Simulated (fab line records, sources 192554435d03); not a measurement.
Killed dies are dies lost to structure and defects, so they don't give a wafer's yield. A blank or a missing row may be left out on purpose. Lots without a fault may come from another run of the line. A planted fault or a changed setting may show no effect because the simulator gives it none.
One fault seen from 3 desks | flow n5_finfet | each desk has only its own numbers; what lay behind them comes last

THE DEFECT DESK
What the inspections along the route counted, lot by lot: means of the sampled wafers that have a number. A lot is out of limits, marked OUT, if its mean lies more than 4 standard deviations from the usual mean; the brackets give that distance.
Columns: A = raw_defect_count at N5_BEOL_M3_INSPECT_59, usual 74
lot  | first seen here | A
L193 | day 7 21:01     | 67
L196 | day 8 20:59     | 73
L195 | day 9 04:26     | 70
L198 | day 9 17:13     | 58
L207 | day 11 13:49    | 57
L210 | day 12 11:16    | 49
L211 | day 12 20:28    | 114
L215 | day 13 15:08    | 85
L216 | day 14 05:02    | 88
This desk's finding: nothing out of limits on any of the 9 lots.

THE TOOL OWNER'S DESK: pecvd-04
The tool's own readings at N5_BEOL_M3_PECVD_72 (deposits SiO2 from TEOS/O2, target thk 16 nm, time 18 s): means of the sampled wafers that have a number, for each lot that ran on this tool. A lot is out of limits, marked OUT, if its mean lies more than 4 standard deviations from the usual mean; the brackets give that distance.
Columns: A = heater_power_outer_w at N5_BEOL_M3_PECVD_72, usual 420 W; B = heater_power_w at N5_BEOL_M3_PECVD_72, usual 712 W; C = showerhead_plenum_p_Torr at N5_BEOL_M3_PECVD_72, usual 8.76 Torr; D = throttle_valve_pct at N5_BEOL_M3_PECVD_72, usual 22.3 %
lot  | first seen here | A   | B   | C    | D
L193 | day 7 09:13     | 421 | 708 | 8.74 | 21.9
L196 | day 8 07:26     | 369 | 624 | 8.70 | 21.9
L198 | day 9 05:59     | 363 | 631 | 8.73 | 22.5
L207 | day 10 14:52    | 345 | 583 | 8.72 | 22.5
L210 | day 11 23:46    | 383 | 653 | 8.73 | 22.6
L211 | day 12 09:05    | 379 | 641 | 8.70 | 22.4
This desk's finding: nothing out of limits on any of the 6 lots.

THE METROLOGY DESK
What the gauges read, lot by lot, whatever tool the lot ran on: means of the sampled wafers that have a number. A lot is out of limits, marked OUT, if its mean lies more than 4 standard deviations from the usual mean; the brackets give that distance. Of its 11 readings 7 are shown: those that lie furthest out on some lot.
Columns: A = M3_RS at N5_BEOL_M3_RS_MEAS_58, usual 0.669 ohm/sq; B = DIBL_N at N5_BEOL_M4_RC_MEAS_101, usual 36.4 mV/V; C = DIBL_P at N5_BEOL_M4_RC_MEAS_101, usual 36.4 mV/V; D = ION_N at N5_BEOL_M4_RC_MEAS_101, usual 675 uA/um; E = ION_P at N5_BEOL_M4_RC_MEAS_101, usual 463 uA/um; F = SS_P at N5_BEOL_M4_RC_MEAS_101, usual 73.3 mV/dec; G = VT_P at N5_BEOL_M4_RC_MEAS_101, usual -250.3 mV
lot  | first seen here | A     | B    | C    | D   | E   | F    | G
L193 | day 7 21:00     | 0.644 | 37.3 | 34.9 | 674 | 462 | 73.6 | -249.6
L196 | day 8 20:58     | 0.654 | 35.9 | 34.7 | 677 | 457 | 73.5 | -251.8
L195 | day 9 04:25     | 0.697 | 35.2 | 36.3 | 671 | 458 | 73.0 | -248.4
L198 | day 9 17:12     | 0.682 | 34.6 | 36.0 | 676 | 465 | 72.5 | -249.9
L207 | day 11 13:47    | 0.649 | 34.9 | 35.7 | 672 | 457 | 73.0 | -254.0
L210 | day 12 11:14    | 0.658 | 37.5 | 36.8 | 686 | 465 | 73.8 | -251.8
L211 | day 12 20:27    | 0.642 | 37.7 | 36.2 | 678 | 467 | 73.4 | -248.3
L215 | day 13 15:07    | 0.696 | 36.6 | 37.2 | 677 | 470 | 73.8 | -249.5
L216 | day 14 05:01    | 0.632 | 36.3 | 37.6 | 671 | 467 | 72.9 | -249.1
This desk's finding: nothing out of limits on any of the 9 lots.

PUT TOGETHER
The defect desk saw nothing out of limits.
The tool owner's desk saw nothing out of limits.
The metrology desk saw nothing out of limits.

WHAT THE SIMULATOR HAD PUT IN
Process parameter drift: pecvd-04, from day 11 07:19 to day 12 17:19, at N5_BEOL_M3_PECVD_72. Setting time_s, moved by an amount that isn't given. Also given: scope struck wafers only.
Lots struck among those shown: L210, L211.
